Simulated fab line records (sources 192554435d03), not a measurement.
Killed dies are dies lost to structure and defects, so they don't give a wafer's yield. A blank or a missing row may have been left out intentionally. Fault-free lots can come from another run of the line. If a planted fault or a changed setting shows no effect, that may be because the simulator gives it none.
The tool behind it: which one? / flow n5 finfet / 72 wafers from 24 lots sampled at 4 of the route's 1938 steps

## WHAT THE GAUGES READ, wafer by wafer
N5_ILD0_THK_MEAS_08. Usual: thk nm reads 138.4 nm (standard deviation 1.5).
lot=L074; measured=day 3 18:19; on=film metro-02; thk nm (nm)=138.0 139.4 140.9; flag=
lot=L076; measured=day 4 03:05; on=film metro-01; thk nm (nm)=137.6 137.8 137.1; flag=
lot=L075; measured=day 4 08:04; on=film metro-01; thk nm (nm)=137.2 135.1 135.3; flag=
lot=L077; measured=day 4 12:25; on=film metro-02; thk nm (nm)=138.6 139.7 140.4; flag=
lot=L078; measured=day 4 16:49; on=film metro-02; thk nm (nm)=138.1 136.6 138.7; flag=
lot=L079; measured=day 4 21:13; on=film metro-02; thk nm (nm)=137.8 137.8 137.7; flag=
lot=L080; measured=day 5 00:32; on=film metro-01; thk nm (nm)=137.8 139.5 139.5; flag=
lot=L081; measured=day 5 06:29; on=film metro-01; thk nm (nm)=139.3 141.4 140.7; flag=
lot=L082; measured=day 5 15:23; on=film metro-02; thk nm (nm)=138.4 136.7 138.3; flag=
lot=L083; measured=day 5 20:37; on=film metro-01; thk nm (nm)=139.0 139.1 139.5; flag=
lot=L084; measured=day 5 23:52; on=film metro-02; thk nm (nm)=139.2 139.6 138.9; flag=
lot=L085; measured=day 6 11:08; on=film metro-02; thk nm (nm)=137.8 139.3 136.7; flag=
lot=L086; measured=day 6 23:35; on=film metro-01; thk nm (nm)=137.7 136.5 135.3; flag=
lot=L087; measured=day 7 02:50; on=film metro-01; thk nm (nm)=138.4 138.5 139.3; flag=
lot=L088; measured=day 7 04:22; on=film metro-02; thk nm (nm)=139.3 137.6 138.5; flag=
lot=L090; measured=day 7 11:58; on=film metro-02; thk nm (nm)=137.3 137.4 138.8; flag=
lot=L089; measured=day 7 12:52; on=film metro-02; thk nm (nm)=137.4 134.8 137.6; flag=
lot=L091; measured=day 7 22:37; on=film metro-01; thk nm (nm)=135.2 136.8 138.7; flag=
lot=L092; measured=day 8 02:37; on=film metro-02; thk nm (nm)=140.0 140.0 140.8; flag=
lot=L093; measured=day 8 07:12; on=film metro-01; thk nm (nm)=140.4 138.7 138.9; flag=
lot=L094; measured=day 8 15:08; on=film metro-01; thk nm (nm)=137.0 137.9 137.3; flag=
lot=L095; measured=day 8 20:19; on=film metro-02; thk nm (nm)=139.6 137.0 138.6; flag=
lot=L096; measured=day 9 03:06; on=film metro-01; thk nm (nm)=139.2 139.4 138.1; flag=
lot=L097; measured=day 9 11:00; on=film metro-01; thk nm (nm)=139.0 137.0 137.1; flag=

N5_DUMMY_REMOVAL_INSPECT_06: inspects for defects (brightfield). Usual: raw defect count reads 11 (standard deviation 5.1).
lot=L074; measured=day 4 02:48; on=defect inspect-01; raw defect count=7 8 11; flag=
lot=L076; measured=day 4 11:40; on=defect inspect-02; raw defect count=12 4 15; flag=
lot=L075; measured=day 4 15:59; on=defect inspect-02; raw defect count=17 16 13; flag=
lot=L077; measured=day 4 22:58; on=defect inspect-01; raw defect count=13 27 21; flag=
lot=L078; measured=day 5 01:14; on=defect inspect-02; raw defect count=10 6 11; flag=
lot=L079; measured=day 5 05:44; on=defect inspect-01; raw defect count=14 11 16; flag=
lot=L080; measured=day 5 11:56; on=defect inspect-01; raw defect count=8 11 12; flag=
lot=L081; measured=day 5 15:00; on=defect inspect-02; raw defect count=6 3 6; flag=
lot=L082; measured=day 5 23:25; on=defect inspect-01; raw defect count=9 9 14; flag=
lot=L083; measured=day 6 04:42; on=defect inspect-01; raw defect count=14 6 7; flag=
lot=L084; measured=day 6 07:50; on=defect inspect-01; raw defect count=8 15 9; flag=
lot=L085; measured=day 6 18:57; on=defect inspect-02; raw defect count=13 24 19; flag=
lot=L086; measured=day 7 07:56; on=defect inspect-02; raw defect count=3 11 10; flag=
lot=L087; measured=day 7 11:05; on=defect inspect-01; raw defect count=12 9 11; flag=
lot=L088; measured=day 7 12:55; on=defect inspect-02; raw defect count=5 15 10; flag=
lot=L090; measured=day 7 19:51; on=defect inspect-02; raw defect count=14 12 7; flag=
lot=L089; measured=day 7 21:37; on=defect inspect-01; raw defect count=23 5 11; flag=
lot=L091; measured=day 8 06:42; on=defect inspect-01; raw defect count=9 8 9; flag=
lot=L092; measured=day 8 10:35; on=defect inspect-01; raw defect count=12 8 15; flag=
lot=L093; measured=day 8 15:49; on=defect inspect-01; raw defect count=13 7 5; flag=
lot=L094; measured=day 8 23:37; on=defect inspect-01; raw defect count=11 12 10; flag=
lot=L095; measured=day 9 06:35; on=defect inspect-01; raw defect count=4 10 6; flag=
lot=L096; measured=day 9 11:01; on=defect inspect-02; raw defect count=9 14 19; flag=
lot=L097; measured=day 9 20:13; on=defect inspect-01; raw defect count=8 13 6; flag=

## WHICH TOOL RAN EACH LOT (tool, then ch and the chambers of the sampled wafers, then the start)
lot=L074; N5_DUMMY_REMOVAL_HM_STRIP_01=rie diel-06 ch 1,2, day 4 02:36; N5_DUMMY_REMOVAL_STRIP_10=rie diel-06 ch 1,2, day 4 02:38
lot=L076; N5_DUMMY_REMOVAL_HM_STRIP_01=rie diel-02 ch 0,1,3, day 4 11:28; N5_DUMMY_REMOVAL_STRIP_10=rie diel-02 ch 0,1,3, day 4 11:31
lot=L075; N5_DUMMY_REMOVAL_HM_STRIP_01=rie diel-02 ch 0,1, day 4 15:47; N5_DUMMY_REMOVAL_STRIP_10=rie diel-02 ch 0,1, day 4 15:49
lot=L077; N5_DUMMY_REMOVAL_HM_STRIP_01=rie diel-04 ch 1,2,3, day 4 22:46; N5_DUMMY_REMOVAL_STRIP_10=rie diel-04 ch 1,2,3, day 4 22:49
lot=L078; N5_DUMMY_REMOVAL_HM_STRIP_01=rie diel-02 ch 1,3, day 5 01:02; N5_DUMMY_REMOVAL_STRIP_10=rie diel-02 ch 1,3, day 5 01:04
lot=L079; N5_DUMMY_REMOVAL_HM_STRIP_01=rie diel-02 ch 1,2,3, day 5 05:32; N5_DUMMY_REMOVAL_STRIP_10=rie diel-02 ch 1,2,3, day 5 05:34
lot=L080; N5_DUMMY_REMOVAL_HM_STRIP_01=rie diel-06 ch 0,1, day 5 11:44; N5_DUMMY_REMOVAL_STRIP_10=rie diel-06 ch 0,1, day 5 11:46
lot=L081; N5_DUMMY_REMOVAL_HM_STRIP_01=rie diel-06 ch 1,2,3, day 5 14:49; N5_DUMMY_REMOVAL_STRIP_10=rie diel-06 ch 1,2,3, day 5 14:50
lot=L082; N5_DUMMY_REMOVAL_HM_STRIP_01=rie diel-04 ch 0,1, day 5 23:13; N5_DUMMY_REMOVAL_STRIP_10=rie diel-04 ch 0,1, day 5 23:15
lot=L083; N5_DUMMY_REMOVAL_HM_STRIP_01=rie diel-02 ch 1,2,3, day 6 04:31; N5_DUMMY_REMOVAL_STRIP_10=rie diel-02 ch 1,2,3, day 6 04:32
lot=L084; N5_DUMMY_REMOVAL_HM_STRIP_01=rie diel-06 ch 0,1, day 6 07:39; N5_DUMMY_REMOVAL_STRIP_10=rie diel-06 ch 0,1, day 6 07:41
lot=L085; N5_DUMMY_REMOVAL_HM_STRIP_01=rie diel-02 ch 1,3, day 6 18:45; N5_DUMMY_REMOVAL_STRIP_10=rie diel-02 ch 1,3, day 6 18:47
lot=L086; N5_DUMMY_REMOVAL_HM_STRIP_01=rie diel-04 ch 0,1,3, day 7 07:45; N5_DUMMY_REMOVAL_STRIP_10=rie diel-04 ch 0,1,3, day 7 07:47
lot=L087; N5_DUMMY_REMOVAL_HM_STRIP_01=rie diel-04 ch 1,3, day 7 10:53; N5_DUMMY_REMOVAL_STRIP_10=rie diel-04 ch 1,3, day 7 10:56
lot=L088; N5_DUMMY_REMOVAL_HM_STRIP_01=rie diel-06 ch 0,1, day 7 12:43; N5_DUMMY_REMOVAL_STRIP_10=rie diel-06 ch 0,1, day 7 12:44
lot=L090; N5_DUMMY_REMOVAL_HM_STRIP_01=rie diel-06 ch 0,1,2, day 7 19:40; N5_DUMMY_REMOVAL_STRIP_10=rie diel-06 ch 0,1,2, day 7 19:41
lot=L089; N5_DUMMY_REMOVAL_HM_STRIP_01=rie diel-04 ch 0,1,3, day 7 21:25; N5_DUMMY_REMOVAL_STRIP_10=rie diel-04 ch 0,1,3, day 7 21:27
lot=L091; N5_DUMMY_REMOVAL_HM_STRIP_01=rie diel-04 ch 0,1, day 8 06:30; N5_DUMMY_REMOVAL_STRIP_10=rie diel-04 ch 0,1, day 8 06:32
lot=L092; N5_DUMMY_REMOVAL_HM_STRIP_01=rie diel-04 ch 1,3, day 8 10:20; N5_DUMMY_REMOVAL_STRIP_10=rie diel-04 ch 1,3, day 8 10:22
lot=L093; N5_DUMMY_REMOVAL_HM_STRIP_01=rie diel-06 ch 0,2, day 8 15:37; N5_DUMMY_REMOVAL_STRIP_10=rie diel-06 ch 0,2, day 8 15:38
lot=L094; N5_DUMMY_REMOVAL_HM_STRIP_01=rie diel-06 ch 0,2, day 8 23:26; N5_DUMMY_REMOVAL_STRIP_10=rie diel-06 ch 0,2, day 8 23:28
lot=L095; N5_DUMMY_REMOVAL_HM_STRIP_01=rie diel-04 ch 1,3, day 9 06:23; N5_DUMMY_REMOVAL_STRIP_10=rie diel-04 ch 1,3, day 9 06:25
lot=L096; N5_DUMMY_REMOVAL_HM_STRIP_01=rie diel-06 ch 0,1,2, day 9 10:49; N5_DUMMY_REMOVAL_STRIP_10=rie diel-06 ch 0,1,2, day 9 10:51
lot=L097; N5_DUMMY_REMOVAL_HM_STRIP_01=rie diel-02 ch 0,1, day 9 20:02; N5_DUMMY_REMOVAL_STRIP_10=rie diel-02 ch 0,1, day 9 20:04
- N5_DUMMY_REMOVAL_HM_STRIP_01: strips SiNx in CH3F/O2, stops on poly-Si, target depth 4 nm, time 6.8 s.
- N5_DUMMY_REMOVAL_STRIP_10: strips in N2/H2, time 40 s.

## AS READ BY THE TOOLS THEMSELVES (means over the sampled wafers that have a number; for cases with no such wafer, the mark the record gives instead)
N5_DUMMY_REMOVAL_HM_STRIP_01. Usual: drypump motor current A 5.9 A, standard deviation 0.32; oes product au 0.65 a.u., standard deviation 0.081; rf vpp V 127.4 V, standard deviation 1.2; showerhead plenum p Torr 1.99 Torr, standard deviation 0.074; throttle valve pct 16.34 %, standard deviation 0.26.
lot=L074; tool=rie diel-06; drypump motor current A (A)=5.9; oes product au (a.u.)=0.61; rf vpp V (V)=127.8; showerhead plenum p Torr (Torr)=2.03; throttle valve pct (%)=16.15; flag=
lot=L076; tool=rie diel-02; drypump motor current A (A)=6.1; oes product au (a.u.)=0.67; rf vpp V (V)=126.7; showerhead plenum p Torr (Torr)=1.99; throttle valve pct (%)=16.36; flag=
lot=L075; tool=rie diel-02; drypump motor current A (A)=6.1; oes product au (a.u.)=0.62; rf vpp V (V)=126.5; showerhead plenum p Torr (Torr)=1.97; throttle valve pct (%)=16.45; flag=
lot=L077; tool=rie diel-04; drypump motor current A (A)=5.5; oes product au (a.u.)=0.63; rf vpp V (V)=127.7; showerhead plenum p Torr (Torr)=2.05; throttle valve pct (%)=16.34; flag=
lot=L078; tool=rie diel-02; drypump motor current A (A)=5.9; oes product au (a.u.)=0.73; rf vpp V (V)=127.8; showerhead plenum p Torr (Torr)=2.04; throttle valve pct (%)=16.30; flag=
lot=L079; tool=rie diel-02; drypump motor current A (A)=5.7; oes product au (a.u.)=0.74; rf vpp V (V)=127.3; showerhead plenum p Torr (Torr)=2.04; throttle valve pct (%)=16.29; flag=
lot=L080; tool=rie diel-06; drypump motor current A (A)=5.9; oes product au (a.u.)=0.63; rf vpp V (V)=126.3; showerhead plenum p Torr (Torr)=1.95; throttle valve pct (%)=16.31; flag=
lot=L081; tool=rie diel-06; drypump motor current A (A)=5.9; oes product au (a.u.)=0.63; rf vpp V (V)=127.1; showerhead plenum p Torr (Torr)=1.98; throttle valve pct (%)=16.36; flag=
lot=L082; tool=rie diel-04; drypump motor current A (A)=6.1; oes product au (a.u.)=0.57; rf vpp V (V)=126.6; showerhead plenum p Torr (Torr)=1.92; throttle valve pct (%)=16.62; flag=
lot=L083; tool=rie diel-02; drypump motor current A (A)=5.7; oes product au (a.u.)=0.72; rf vpp V (V)=127.2; showerhead plenum p Torr (Torr)=2.04; throttle valve pct (%)=16.31; flag=
lot=L084; tool=rie diel-06; drypump motor current A (A)=5.9; oes product au (a.u.)=0.69; rf vpp V (V)=127.7; showerhead plenum p Torr (Torr)=2.00; throttle valve pct (%)=16.13; flag=
lot=L085; tool=rie diel-02; drypump motor current A (A)=5.9; oes product au (a.u.)=0.67; rf vpp V (V)=127.5; showerhead plenum p Torr (Torr)=2.02; throttle valve pct (%)=16.41; flag=
lot=L086; tool=rie diel-04; drypump motor current A (A)=5.8; oes product au (a.u.)=0.60; rf vpp V (V)=127.2; showerhead plenum p Torr (Torr)=1.97; throttle valve pct (%)=16.44; flag=
lot=L087; tool=rie diel-04; drypump motor current A (A)=5.5; oes product au (a.u.)=0.64; rf vpp V (V)=127.6; showerhead plenum p Torr (Torr)=2.03; throttle valve pct (%)=16.23; flag=
lot=L088; tool=rie diel-06; drypump motor current A (A)=5.9; oes product au (a.u.)=0.62; rf vpp V (V)=126.5; showerhead plenum p Torr (Torr)=1.94; throttle valve pct (%)=16.34; flag=
lot=L090; tool=rie diel-06; drypump motor current A (A)=5.9; oes product au (a.u.)=0.64; rf vpp V (V)=128.2; showerhead plenum p Torr (Torr)=2.01; throttle valve pct (%)=16.18; flag=
lot=L089; tool=rie diel-04; drypump motor current A (A)=5.8; oes product au (a.u.)=0.60; rf vpp V (V)=127.0; showerhead plenum p Torr (Torr)=1.97; throttle valve pct (%)=16.44; flag=
lot=L091; tool=rie diel-04; drypump motor current A (A)=6.1; oes product au (a.u.)=0.56; rf vpp V (V)=126.8; showerhead plenum p Torr (Torr)=1.92; throttle valve pct (%)=16.65; flag=
lot=L092; tool=rie diel-04; drypump motor current A (A)=5.5; oes product au (a.u.)=0.63; rf vpp V (V)=128.2; showerhead plenum p Torr (Torr)=2.02; throttle valve pct (%)=16.24; flag=
lot=L093; tool=rie diel-06; drypump motor current A (A)=5.9; oes product au (a.u.)=0.65; rf vpp V (V)=128.7; showerhead plenum p Torr (Torr)=2.08; throttle valve pct (%)=16.03; flag=
lot=L094; tool=rie diel-06; drypump motor current A (A)=5.9; oes product au (a.u.)=0.68; rf vpp V (V)=127.2; showerhead plenum p Torr (Torr)=2.06; throttle valve pct (%)=16.01; flag=
lot=L095; tool=rie diel-04; drypump motor current A (A)=5.7; oes product au (a.u.)=0.59; rf vpp V (V)=126.9; showerhead plenum p Torr (Torr)=2.00; throttle valve pct (%)=16.45; flag=
lot=L096; tool=rie diel-06; drypump motor current A (A)=5.9; oes product au (a.u.)=0.71; rf vpp V (V)=129.4; showerhead plenum p Torr (Torr)=2.09; throttle valve pct (%)=16.05; flag=
lot=L097; tool=rie diel-02; drypump motor current A (A)=6.1; oes product au (a.u.)=0.59; rf vpp V (V)=126.6; showerhead plenum p Torr (Torr)=1.96; throttle valve pct (%)=16.53; flag=

N5_DUMMY_REMOVAL_STRIP_10. Usual: drypump motor current A 5.9 A, standard deviation 0.32; oes product au 0.80 a.u., standard deviation 0.11; rf vpp V 45.3 V, standard deviation 0.92; showerhead plenum p Torr 3.36 Torr, standard deviation 0.12; temp c 40.00 C, standard deviation 0.12; throttle valve pct 12.2 %, standard deviation 0.31.
lot=L074; tool=rie diel-06; drypump motor current A (A)=6.0; oes product au (a.u.)=0.76; rf vpp V (V)=44.2; showerhead plenum p Torr (Torr)=3.43; temp c (C)=39.98; throttle valve pct (%)=12.1; flag=
lot=L076; tool=rie diel-02; drypump motor current A (A)=6.1; oes product au (a.u.)=0.83; rf vpp V (V)=44.3; showerhead plenum p Torr (Torr)=3.35; temp c (C)=40.03; throttle valve pct (%)=12.3; flag=
lot=L075; tool=rie diel-02; drypump motor current A (A)=6.1; oes product au (a.u.)=0.76; rf vpp V (V)=45.2; showerhead plenum p Torr (Torr)=3.33; temp c (C)=40.12; throttle valve pct (%)=12.4; flag=
lot=L077; tool=rie diel-04; drypump motor current A (A)=5.6; oes product au (a.u.)=0.79; rf vpp V (V)=45.4; showerhead plenum p Torr (Torr)=3.45; temp c (C)=40.09; throttle valve pct (%)=12.2; flag=
lot=L078; tool=rie diel-02; drypump motor current A (A)=5.9; oes product au (a.u.)=0.90; rf vpp V (V)=45.2; showerhead plenum p Torr (Torr)=3.44; temp c (C)=40.04; throttle valve pct (%)=12.1; flag=
lot=L079; tool=rie diel-02; drypump motor current A (A)=5.7; oes product au (a.u.)=0.91; rf vpp V (V)=45.7; showerhead plenum p Torr (Torr)=3.44; temp c (C)=40.00; throttle valve pct (%)=12.1; flag=
lot=L080; tool=rie diel-06; drypump motor current A (A)=5.9; oes product au (a.u.)=0.78; rf vpp V (V)=44.6; showerhead plenum p Torr (Torr)=3.28; temp c (C)=40.07; throttle valve pct (%)=12.2; flag=
lot=L081; tool=rie diel-06; drypump motor current A (A)=5.9; oes product au (a.u.)=0.78; rf vpp V (V)=45.3; showerhead plenum p Torr (Torr)=3.34; temp c (C)=40.13; throttle valve pct (%)=12.3; flag=
lot=L082; tool=rie diel-04; drypump motor current A (A)=6.1; oes product au (a.u.)=0.69; rf vpp V (V)=45.7; showerhead plenum p Torr (Torr)=3.26; temp c (C)=39.82; throttle valve pct (%)=12.6; flag=
lot=L083; tool=rie diel-02; drypump motor current A (A)=5.7; oes product au (a.u.)=0.88; rf vpp V (V)=45.2; showerhead plenum p Torr (Torr)=3.44; temp c (C)=40.04; throttle valve pct (%)=12.1; flag=
lot=L084; tool=rie diel-06; drypump motor current A (A)=5.9; oes product au (a.u.)=0.86; rf vpp V (V)=45.7; showerhead plenum p Torr (Torr)=3.36; temp c (C)=40.10; throttle valve pct (%)=12.0; flag=
lot=L085; tool=rie diel-02; drypump motor current A (A)=5.9; oes product au (a.u.)=0.82; rf vpp V (V)=45.2; showerhead plenum p Torr (Torr)=3.41; temp c (C)=39.99; throttle valve pct (%)=12.3; flag=
lot=L086; tool=rie diel-04; drypump motor current A (A)=5.8; oes product au (a.u.)=0.74; rf vpp V (V)=44.6; showerhead plenum p Torr (Torr)=3.33; temp c (C)=40.02; throttle valve pct (%)=12.4; flag=
lot=L087; tool=rie diel-04; drypump motor current A (A)=5.5; oes product au (a.u.)=0.79; rf vpp V (V)=46.1; showerhead plenum p Torr (Torr)=3.41; temp c (C)=39.97; throttle valve pct (%)=12.1; flag=
lot=L088; tool=rie diel-06; drypump motor current A (A)=6.0; oes product au (a.u.)=0.76; rf vpp V (V)=45.1; showerhead plenum p Torr (Torr)=3.27; temp c (C)=39.83; throttle valve pct (%)=12.2; flag=
lot=L090; tool=rie diel-06; drypump motor current A (A)=5.9; oes product au (a.u.)=0.78; rf vpp V (V)=45.3; showerhead plenum p Torr (Torr)=3.38; temp c (C)=39.97; throttle valve pct (%)=12.1; flag=
lot=L089; tool=rie diel-04; drypump motor current A (A)=5.9; oes product au (a.u.)=0.73; rf vpp V (V)=44.7; showerhead plenum p Torr (Torr)=3.33; temp c (C)=39.98; throttle valve pct (%)=12.4; flag=
lot=L091; tool=rie diel-04; drypump motor current A (A)=6.2; oes product au (a.u.)=0.67; rf vpp V (V)=44.8; showerhead plenum p Torr (Torr)=3.25; temp c (C)=40.10; throttle valve pct (%)=12.6; flag=
lot=L092; tool=rie diel-04; drypump motor current A (A)=5.5; oes product au (a.u.)=0.79; rf vpp V (V)=45.0; showerhead plenum p Torr (Torr)=3.41; temp c (C)=40.04; throttle valve pct (%)=12.2; flag=
lot=L093; tool=rie diel-06; drypump motor current A (A)=5.9; oes product au (a.u.)=0.80; rf vpp V (V)=45.7; showerhead plenum p Torr (Torr)=3.49; temp c (C)=40.04; throttle valve pct (%)=11.9; flag=
lot=L094; tool=rie diel-06; drypump motor current A (A)=5.9; oes product au (a.u.)=0.84; rf vpp V (V)=45.2; showerhead plenum p Torr (Torr)=3.47; temp c (C)=39.99; throttle valve pct (%)=11.8; flag=
lot=L095; tool=rie diel-04; drypump motor current A (A)=5.7; oes product au (a.u.)=0.71; rf vpp V (V)=45.8; showerhead plenum p Torr (Torr)=3.37; temp c (C)=39.89; throttle valve pct (%)=12.4; flag=
lot=L096; tool=rie diel-06; drypump motor current A (A)=5.9; oes product au (a.u.)=0.88; rf vpp V (V)=46.4; showerhead plenum p Torr (Torr)=3.51; temp c (C)=39.99; throttle valve pct (%)=11.9; flag=
lot=L097; tool=rie diel-02; drypump motor current A (A)=6.1; oes product au (a.u.)=0.73; rf vpp V (V)=44.9; showerhead plenum p Torr (Torr)=3.31; temp c (C)=40.21; throttle valve pct (%)=12.5; flag=

## THE ANSWER, worked out from the rows above alone
Rule: lot off if the mean of its wafers having a number is beyond 3 standard deviations from the usual mean. A lot without any number at a reading at which 4 lots or more have one is off too. Any other lot the step has rows for is counted as sound. Order of review: gauges by route order, followed by the tools' own readings, for which a lot's mean as printed above is used. At the first step where some lot is off, the reading lying furthest off is the one used; lots without a number count as furthest.
Nothing can be told from this: no lot is off at any reading shown.

## WHAT THE SIMULATOR HAD PUT IN
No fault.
